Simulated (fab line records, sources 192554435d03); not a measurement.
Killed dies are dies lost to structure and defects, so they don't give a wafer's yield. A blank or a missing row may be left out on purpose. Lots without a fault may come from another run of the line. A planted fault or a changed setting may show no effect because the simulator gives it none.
Which tool did it? | flow n5_finfet | 24 lots, 72 wafers sampled, at 6 steps of a route of 1938

WHAT THE GAUGES READ, wafer by wafer
N5_BEOL_M13_INSPECT_55: inspects for defects (darkfield).
lot  | measured     | on                | raw_defect_count
L074 | day 11 12:10 | defect_inspect-02 | 56 43 48
L077 | day 11 12:11 | defect_inspect-01 | 76 66 56
L075 | day 11 11:52 | defect_inspect-02 | 55 57 74
L076 | day 11 22:21 | defect_inspect-01 | 70 84 93
L079 | day 12 10:53 | defect_inspect-02 | 99 93 104
L078 | day 12 11:38 | defect_inspect-02 | 83 68 105
L080 | day 12 17:45 | defect_inspect-02 | 45 80 62
L081 | day 14 23:43 | defect_inspect-01 | 89 58 28
L082 | day 13 16:55 | defect_inspect-01 | 47 49 73
L083 | day 13 20:20 | defect_inspect-02 | 30 46 52
L084 | day 13 20:02 | defect_inspect-01 | 81 89 28
L085 | day 14 08:46 | defect_inspect-02 | 121 130 127
L086 | day 14 12:56 | defect_inspect-02 | 68 95 81
L089 | day 14 23:02 | defect_inspect-01 | 49 49 65
L088 | day 15 03:55 | defect_inspect-01 | 48 51 44
L087 | day 15 04:20 | defect_inspect-02 | 87 54 90
L090 | day 15 15:00 | defect_inspect-02 | 41 67 67
L093 | day 15 22:15 | defect_inspect-01 | 86 132 108
L092 | day 16 00:38 | defect_inspect-01 | 47 73 44
L094 | day 16 06:18 | defect_inspect-01 | 68 76 57
L095 | day 16 17:38 | defect_inspect-01 | 71 66 49
L097 | day 16 18:31 | defect_inspect-01 | 59 74 96
L096 | day 16 23:11 | defect_inspect-01 | 36 57 34
L091 | day 17 16:40 | defect_inspect-02 | 138 48 91

N5_BEOL_M14_OVL_MEAS_29.
lot  | measured     | on         | M14_OVL (nm)
L074 | day 11 13:42 | overlay-02 | -3 -5 -3
L077 | day 11 13:44 | overlay-01 | -7 1 -2
L075 | day 11 13:23 | overlay-01 | 4 4 4
L076 | day 11 23:53 | overlay-01 | 4 -5 -1
L079 | day 12 12:36 | overlay-01 | 1 3 -18
L078 | day 12 13:03 | overlay-02 | -6 -18 -7
L080 | day 12 19:53 | overlay-01 | 7 13 10
L081 | day 15 01:09 | overlay-02 | -4 -8 -6
L082 | day 13 18:28 | overlay-02 | 5 9 7
L083 | day 13 21:44 | overlay-02 | 10 5 6
L084 | day 13 21:26 | overlay-01 | 4 3 10
L085 | day 14 10:15 | overlay-02 | -3 -5 -7
L086 | day 14 14:22 | overlay-01 | 10 7 9
L089 | day 15 00:28 | overlay-01 | 10 5 2
L088 | day 15 06:27 | overlay-02 | 8 5 2
L087 | day 15 06:40 | overlay-02 | 18 5 14
L090 | day 15 16:28 | overlay-02 | 10 12 3
L093 | day 15 23:40 | overlay-01 | 2 -1 4
L092 | day 16 02:10 | overlay-01 | 1 0 5
L094 | day 16 07:45 | overlay-02 | -4 0 8
L095 | day 16 19:10 | overlay-02 | 6 1 -2
L097 | day 16 20:33 | overlay-02 | 12 10 8
L096 | day 17 00:43 | overlay-02 | 2 4 7
L091 | day 17 18:25 | overlay-01 | -3 6 5

N5_BEOL_M14_OCD_MEAS_35.
lot  | measured     | on     | trench_depth_nm (nm)
L074 | day 11 14:22 | ocd-02 | 556 561 552
L077 | day 11 14:52 | ocd-02 | 560 550 549
L075 | day 11 14:14 | ocd-02 | 578 552 578
L076 | day 12 00:34 | ocd-02 | 529 536 532
L079 | day 12 13:16 | ocd-02 | 534 528 558
L078 | day 12 13:43 | ocd-01 | 558 557 564
L080 | day 12 22:07 | ocd-01 | 570 562 567
L081 | day 15 01:49 | ocd-02 | 558 568 538
L082 | day 13 19:08 | ocd-02 | 531 556 552
L083 | day 13 22:41 | ocd-01 | 521 552 523
L084 | day 13 22:07 | ocd-01 | 558 529 567
L085 | day 14 11:21 | ocd-01 | 545 553 542
L086 | day 14 15:02 | ocd-02 | 544 551 568
L089 | day 15 01:13 | ocd-02 | 554 546 543
L088 | day 15 07:27 | ocd-02 | 530 535 532
L087 | day 15 07:59 | ocd-01 | 571 581 560
L090 | day 15 17:14 | ocd-02 | 542 552 546
L093 | day 16 00:44 | ocd-01 | 543 556 550
L092 | day 16 02:59 | ocd-01 | 557 521 557
L094 | day 16 08:46 | ocd-01 | 541 538 536
L095 | day 16 19:50 | ocd-02 | 541 561 556
L097 | day 16 21:19 | ocd-01 | 545 545 566
L096 | day 17 01:23 | ocd-01 | 567 539 573
L091 | day 17 19:05 | ocd-02 | 553 546 552

WHICH TOOL RAN EACH LOT (tool, then ch and the chambers of the sampled wafers, then the start)
lot  | N5_BEOL_M12_ETCH_67                | N5_BEOL_M13_DESCUM_33              | N5_BEOL_M14_ETCH_59
L074 | rie_diel-04 ch 1,2,3, day 10 20:50 | rie_diel-06 ch 0,1,3, day 11 05:52 | rie_diel-02 ch 1,2,3, day 11 12:56
L077 | rie_diel-01 ch 1,2,3, day 10 22:59 | rie_diel-05 ch 0,1, day 11 07:48   | rie_diel-01 ch 1,2, day 11 12:59
L075 | rie_diel-04 ch 0,1, day 10 23:23   | rie_diel-03 ch 0,3, day 11 05:01   | rie_diel-01 ch 0,1, day 11 12:38
L076 | rie_diel-04 ch 1,2,3, day 11 12:42 | rie_diel-06 ch 0,1,3, day 11 18:17 | rie_diel-04 ch 0,1,3, day 11 23:01
L079 | rie_diel-04 ch 0,1,2, day 11 21:08 | rie_diel-06 ch 0,1,2, day 12 05:22 | rie_diel-01 ch 0,1,3, day 12 11:41
L078 | rie_diel-02 ch 0,1,2, day 11 22:46 | rie_diel-03 ch 0,2,3, day 12 07:53 | rie_diel-02 ch 2,3, day 12 12:17
L080 | rie_diel-04 ch 1,2, day 12 09:02   | rie_diel-06 ch 1,2,3, day 12 14:46 | rie_diel-04 ch 1,2,3, day 12 19:00
L081 | rie_diel-01 ch 0,2,3, day 12 15:33 | rie_diel-05 ch 0,2,3, day 12 22:14 | rie_diel-01 ch 0,1,3, day 15 00:23
L082 | rie_diel-04 ch 0,1, day 13 07:10   | rie_diel-03 ch 0,2, day 13 13:08   | rie_diel-04 ch 1,2, day 13 17:42
L083 | rie_diel-01 ch 1,2,3, day 13 09:58 | rie_diel-03 ch 0,1,3, day 13 17:07 | rie_diel-01 ch 0,1,3, day 13 20:59
L084 | rie_diel-01 ch 0,3, day 13 11:04   | rie_diel-06 ch 0,1,3, day 13 16:48 | rie_diel-04 ch 1,3, day 13 20:41
L085 | rie_diel-02 ch 1,2,3, day 14 00:22 | rie_diel-06 ch 0,1,2, day 14 06:02 | rie_diel-02 ch 0,2, day 14 09:29
L086 | rie_diel-02 ch 0,1, day 14 04:04   | rie_diel-03 ch 1,2,3, day 14 09:49 | rie_diel-01 ch 1,3, day 14 13:35
L089 | rie_diel-01 ch 0,2,3, day 14 09:43 | rie_diel-06 ch 1,3, day 14 15:18   | rie_diel-02 ch 1,3, day 14 23:42
L088 | rie_diel-04 ch 0,1,3, day 14 13:28 | rie_diel-03 ch 1,2,3, day 14 20:58 | rie_diel-04 ch 0,1,3, day 15 05:41
L087 | rie_diel-04 ch 0,1, day 14 16:44   | rie_diel-03 ch 1,2,3, day 14 21:31 | rie_diel-02 ch 0,2,3, day 15 05:53
L090 | rie_diel-01 ch 1,3, day 15 07:27   | rie_diel-05 ch 0,3, day 15 12:36   | rie_diel-01 ch 1,2,3, day 15 15:42
L093 | rie_diel-04 ch 1,2,3, day 15 13:46 | rie_diel-03 ch 1,2, day 15 19:08   | rie_diel-04 ch 0,2,3, day 15 22:55
L092 | rie_diel-02 ch 0,1,2, day 15 14:28 | rie_diel-06 ch 0,2,3, day 15 22:04 | rie_diel-02 ch 1,2, day 16 01:25
L094 | rie_diel-04 ch 2,3, day 15 22:11   | rie_diel-03 ch 0,2, day 16 02:30   | rie_diel-04 ch 2,3, day 16 06:59
L095 | rie_diel-02 ch 0,1,2, day 16 07:16 | rie_diel-05 ch 0,1,3, day 16 11:25 | rie_diel-01 ch 1,2, day 16 18:25
L097 | rie_diel-04 ch 1,2,3, day 16 10:56 | rie_diel-03 ch 1,2, day 16 16:13   | rie_diel-04 ch 0,2,3, day 16 19:47
L096 | rie_diel-04 ch 0,3, day 16 11:26   | rie_diel-05 ch 0,1,2, day 16 16:50 | rie_diel-04 ch 0,2,3, day 16 23:58
L091 | rie_diel-04 ch 0,2, day 17 05:43   | rie_diel-05 ch 0,2, day 17 12:35   | rie_diel-01 ch 0,2, day 17 17:39
- N5_BEOL_M12_ETCH_67: etches SiARC in CF4, target depth 143 nm, time 238.3 s.
- N5_BEOL_M13_DESCUM_33: chemistry O2, time 7.9 s.
- N5_BEOL_M14_ETCH_59: etches BARC in N2/H2, target depth 89 nm, overetch 26.7 nm, time 67.9 s.

WHAT THE TOOLS THEMSELVES READ (means of the sampled wafers that have a number; where no wafer has one, the mark that the record gives instead)
N5_BEOL_M12_ETCH_67.
lot  | tool        | drypump_motor_current_A (A) | etch_rf_on_time_s (s) | oes_product_au (a.u.) | rf_vpp_V (V) | showerhead_plenum_p_Torr (Torr) | throttle_valve_pct (%)
L074 | rie_diel-04 | 5.7                         | 237                   | 0.71                  | 184.3        | 2.17                            | 15.59
L077 | rie_diel-01 | 6.2                         | 242                   | 0.64                  | 184.0        | 2.14                            | 15.81
L075 | rie_diel-04 | 5.4                         | 236                   | 0.63                  | 184.6        | 2.13                            | 15.68
L076 | rie_diel-04 | 5.7                         | 231                   | 0.72                  | 184.5        | 2.16                            | 15.61
L079 | rie_diel-04 | 5.6                         | 239                   | 0.63                  | 184.1        | 2.13                            | 15.61
L078 | rie_diel-02 | 6.2                         | 239                   | 0.66                  | 184.3        | 2.18                            | 15.82
L080 | rie_diel-04 | 5.7                         | 235                   | 0.66                  | 183.1        | 2.15                            | 15.63
L081 | rie_diel-01 | 6.1                         | 245                   | 0.68                  | 183.1        | 2.09                            | 15.58
L082 | rie_diel-04 | 5.4                         | 236                   | 0.61                  | 183.8        | 2.12                            | 15.73
L083 | rie_diel-01 | 6.1                         | 241                   | 0.71                  | 184.4        | 2.13                            | 15.68
L084 | rie_diel-01 | 6.2                         | 245                   | 0.67                  | 183.0        | 2.08                            | 15.54
L085 | rie_diel-02 | 5.9                         | 237                   | 0.60                  | 183.7        | 2.15                            | 15.88
L086 | rie_diel-02 | 6.1                         | 243                   | 0.68                  | 184.2        | 2.16                            | 15.70
L089 | rie_diel-01 | 6.1                         | 245                   | 0.67                  | 183.0        | 2.09                            | 15.61
L088 | rie_diel-04 | 5.5                         | 233                   | 0.75                  | 183.8        | 2.15                            | 15.58
L087 | rie_diel-04 | 5.4                         | 232                   | 0.71                  | 184.3        | 2.13                            | 15.60
L090 | rie_diel-01 | 6.4                         | 235                   | 0.72                  | 184.1        | 2.17                            | 15.74
L093 | rie_diel-04 | 5.7                         | 239                   | 0.67                  | 184.2        | 2.15                            | 15.69
L092 | rie_diel-02 | 6.2                         | 240                   | 0.64                  | 183.6        | 2.17                            | 15.89
L094 | rie_diel-04 | 5.9                         | 242                   | 0.66                  | 185.5        | 2.15                            | 15.55
L095 | rie_diel-02 | 6.2                         | 243                   | 0.62                  | 184.5        | 2.17                            | 15.90
L097 | rie_diel-04 | 5.7                         | 237                   | 0.67                  | 184.8        | 2.15                            | 15.69
L096 | rie_diel-04 | 5.4                         | 233                   | 0.77                  | 183.2        | 2.13                            | 15.41
L091 | rie_diel-04 | 5.8                         | 239                   | 0.66                  | 183.5        | 2.12                            | 15.38

N5_BEOL_M13_DESCUM_33.
lot  | tool        | drypump_motor_current_A (A) | oes_product_au (a.u.) | rf_vpp_V (V) | showerhead_plenum_p_Torr (Torr) | temp_c (C) | throttle_valve_pct (%)
L074 | rie_diel-06 | 6.0                         | 0.84                  | 243.7        | 2.10                            | 39.86      | 20.61
L077 | rie_diel-05 | 5.9                         | 0.77                  | 244.3        | 2.05                            | 40.06      | 20.30
L075 | rie_diel-03 | 5.8                         | 0.77                  | 243.0        | 2.11                            | 39.97      | 20.64
L076 | rie_diel-06 | 6.0                         | 0.82                  | 243.5        | 2.10                            | 40.08      | 20.61
L079 | rie_diel-06 | 5.8                         | 0.87                  | 244.4        | 2.17                            | 40.00      | 20.54
L078 | rie_diel-03 | 5.9                         | 0.73                  | 242.9        | 2.12                            | 39.89      | 20.67
L080 | rie_diel-06 | 5.9                         | 0.82                  | 243.9        | 2.13                            | 40.06      | 20.51
L081 | rie_diel-05 | 5.6                         | 0.84                  | 243.6        | 2.15                            | 40.00      | 20.42
L082 | rie_diel-03 | 6.0                         | 0.75                  | 242.9        | 2.14                            | 40.04      | 20.76
L083 | rie_diel-03 | 5.9                         | 0.74                  | 243.3        | 2.09                            | 40.15      | 20.59
L084 | rie_diel-06 | 6.0                         | 0.81                  | 243.5        | 2.09                            | 40.02      | 20.65
L085 | rie_diel-06 | 5.8                         | 0.83                  | 244.2        | 2.16                            | 39.95      | 20.58
L086 | rie_diel-03 | 5.9                         | 0.81                  | 242.8        | 2.09                            | 39.98      | 20.50
L089 | rie_diel-06 | 6.1                         | 0.76                  | 242.9        | 2.05                            | 40.03      | 20.61
L088 | rie_diel-03 | 6.0                         | 0.79                  | 242.6        | 2.09                            | 39.98      | 20.52
L087 | rie_diel-03 | 5.9                         | 0.79                  | 242.4        | 2.09                            | 39.98      | 20.51
L090 | rie_diel-05 | 5.7                         | 0.86                  | 245.3        | 2.21                            | 40.00      | 20.32
L093 | rie_diel-03 | 6.1                         | 0.79                  | 242.8        | 2.10                            | 40.12      | 20.53
L092 | rie_diel-06 | 5.7                         | 0.84                  | 244.1        | 2.11                            | 40.03      | 20.43
L094 | rie_diel-03 | 6.0                         | 0.88                  | 244.3        | 2.14                            | 39.94      | 20.57
L095 | rie_diel-05 | 5.8                         | 0.79                  | 243.4        | 2.12                            | 40.02      | 20.33
L097 | rie_diel-03 | 6.1                         | 0.85                  | 243.4        | 2.13                            | 40.05      | 20.52
L096 | rie_diel-05 | 5.7                         | 0.77                  | 242.4        | 2.06                            | 40.09      | 20.44
L091 | rie_diel-05 | 5.7                         | 0.80                  | 242.2        | 2.08                            | 39.97      | 20.55

N5_BEOL_M14_ETCH_59.
lot  | tool        | drypump_motor_current_A (A) | oes_product_au (a.u.) | rf_vpp_V (V) | showerhead_plenum_p_Torr (Torr) | throttle_valve_pct (%)
L074 | rie_diel-02 | 5.9                         | 0.62                  | 523.5        | 2.55                            | 17.96
L077 | rie_diel-01 | 5.8                         | 0.66                  | 522.3        | 2.49                            | 18.14
L075 | rie_diel-01 | 6.1                         | 0.67                  | 522.7        | 2.52                            | 18.06
L076 | rie_diel-04 | 5.5                         | 0.69                  | 523.6        | 2.55                            | 17.91
L079 | rie_diel-01 | 6.3                         | 0.72                  | 523.6        | 2.53                            | 17.90
L078 | rie_diel-02 | 6.2                         | 0.61                  | 525.0        | 2.58                            | 18.10
L080 | rie_diel-04 | 5.7                         | 0.70                  | 524.5        | 2.56                            | 17.83
L081 | rie_diel-01 | 6.3                         | 0.69                  | 523.7        | 2.52                            | 17.94
L082 | rie_diel-04 | 5.7                         | 0.65                  | 523.5        | 2.55                            | 18.00
L083 | rie_diel-01 | 6.3                         | 0.70                  | 523.7        | 2.52                            | 17.92
L084 | rie_diel-04 | 5.6                         | 0.69                  | 524.4        | 2.56                            | 18.00
L085 | rie_diel-02 | 6.3                         | 0.67                  | 525.5        | 2.59                            | 17.94
L086 | rie_diel-01 | 6.5                         | 0.76                  | 524.3        | 2.58                            | 17.82
L089 | rie_diel-02 | 5.6                         | 0.60                  | 523.6        | 2.50                            | 17.87
L088 | rie_diel-04 | 5.5                         | 0.74                  | 523.2        | 2.54                            | 17.80
L087 | rie_diel-02 | 6.0                         | 0.63                  | 524.1        | 2.56                            | 17.96
L090 | rie_diel-01 | 6.2                         | 0.69                  | 523.4        | 2.53                            | 18.01
L093 | rie_diel-04 | 5.6                         | 0.72                  | 523.4        | 2.53                            | 17.65
L092 | rie_diel-02 | 6.1                         | 0.61                  | 524.3        | 2.53                            | 18.08
L094 | rie_diel-04 | 5.7                         | 0.70                  | 525.3        | 2.56                            | 17.76
L095 | rie_diel-01 | 5.8                         | 0.63                  | 521.6        | 2.47                            | 18.21
L097 | rie_diel-04 | 5.6                         | 0.71                  | 523.8        | 2.53                            | 17.67
L096 | rie_diel-04 | 5.6                         | 0.71                  | 523.8        | 2.53                            | 17.67
L091 | rie_diel-01 | 5.7                         | 0.61                  | 520.0        | 2.42                            | 18.16

THE ANSWER, worked out from the rows above alone
Rule: what is usual is taken from the lots themselves. Put in order of their means at a reading, lots are off if they are a third of the lots or fewer, leave a main group of 4 or more, and stand apart from it by a gap of 3 or more times the standard deviation of the main group's means; of several such gaps the widest counts. A main group whose means are all the same, to the digits that the tables above print for the reading, isn't used. A lot without any number at a reading at which 4 lots or more have one is off too. The other lots that the step has rows for count as sound. The gauges are gone through in route order, then the tools' own readings, and for those a lot's mean is taken as printed above. The first step at which some lot is off is used, and at that step the reading that is off furthest; a lot without a number counts as furthest.
No lot is off at any reading shown: from this, nothing can be told.

WHAT THE SIMULATOR HAD PUT IN
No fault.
